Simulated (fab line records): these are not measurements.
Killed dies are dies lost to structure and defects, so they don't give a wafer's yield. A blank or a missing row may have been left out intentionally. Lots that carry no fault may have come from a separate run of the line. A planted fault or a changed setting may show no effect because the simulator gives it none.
Which tool did it? ; flow nand harc ; 36 wafers from 12 lots sampled at 3 of the route's 1302 steps

WHAT EACH GAUGE READ, for each wafer
NHARC_A_M1_CD_MEAS_16.
lot;measured;on;cd nm (nm)
L077;day 23 11:01;cd sem-01;118.2 119.9 120.4
L075;day 23 18:51;cd sem-01;119.7 119.1 119.9
L079;day 24 11:40;cd sem-02;119.7 119.3 118.7
L080;day 25 08:47;cd sem-01;120.1 118.8 120.1
L082;day 26 01:23;cd sem-02;119.7 118.4 120.1
L085;day 27 03:02;cd sem-01;118.5 117.7 118.4
L087;day 28 07:01;cd sem-03;119.7 119.3 119.0
L088;day 29 07:27;cd sem-03;119.2 118.8 120.6
L092;day 29 12:01;cd sem-02;121.7 120.1 119.7
L093;day 30 18:11;cd sem-01;120.5 121.0 120.1
L095;day 31 08:46;cd sem-02;120.0 120.1 119.7
L096;day 32 16:14;cd sem-02;120.0 118.9 120.4

TOOL THAT RAN EACH LOT (tool first, then ch and the chambers of the sampled wafers, then the start)
lot;NHARC_A_BLC_CMP_25;NHARC_A_M0_DEP_32
L077;cmp-04 ch 0,1,2, day 23 05:13;pecvd-03 ch 0,1,2, day 23 09:14
L075;cmp-02 ch 0,2,3, day 23 13:19;pecvd-04 ch 0,1, day 23 17:16
L079;cmp-02 ch 0,1,2, day 24 05:48;pecvd-04 ch 0,2, day 24 09:54
L080;cmp-04 ch 1,2,3, day 25 03:16;pecvd-02 ch 0,1, day 25 07:16
L082;cmp-03 ch 0,1,3, day 25 19:27;pecvd-03 ch 1,2, day 25 23:46
L085;cmp-02 ch 0,1, day 26 21:12;pecvd-02 ch 0,1,2, day 27 01:26
L087;cmp-04 ch 0,1, day 28 01:12;pecvd-04 ch 0,1, day 28 05:20
L088;cmp-03 ch 0,1,3, day 29 01:38;pecvd-02 ch 0,2, day 29 05:47
L092;cmp-04 ch 0,1, day 29 06:10;pecvd-04 ch 0,1, day 29 10:16
L093;cmp-02 ch 2,3, day 30 12:16;pecvd-02 ch 1,2, day 30 16:28
L095;cmp-02 ch 1,2, day 31 02:24;pecvd-02 ch 1,2, day 31 06:32
L096;cmp-02 ch 0,1,3, day 32 09:58;pecvd-03 ch 0,1, day 32 14:32
- NHARC_A_BLC_CMP_25: polishes, t overpolish 30 s, target thk 150 nm.
- NHARC_A_M0_DEP_32: deposits SiCN, target thk 30 nm.

THE ANSWER, worked out from the rows above alone
Rule: what is usual is taken from the lots themselves. The widest of any qualifying gaps counts: lots, ordered by their means at a reading, are off when they make up no more than a third of the lots, leave a main group of 4 or more, and stand apart from it by 3 or more times the standard deviation of that group's means. A main group whose means are all the same, to the digits that the tables above print for the reading, isn't used. Also off: a lot with no number at a reading for which 4 or more lots have one. All remaining lots with rows at the step are treated as sound.
None of the lots is off at any reading shown; this tells nothing.

WHAT THE SIMULATOR HAD PUT IN
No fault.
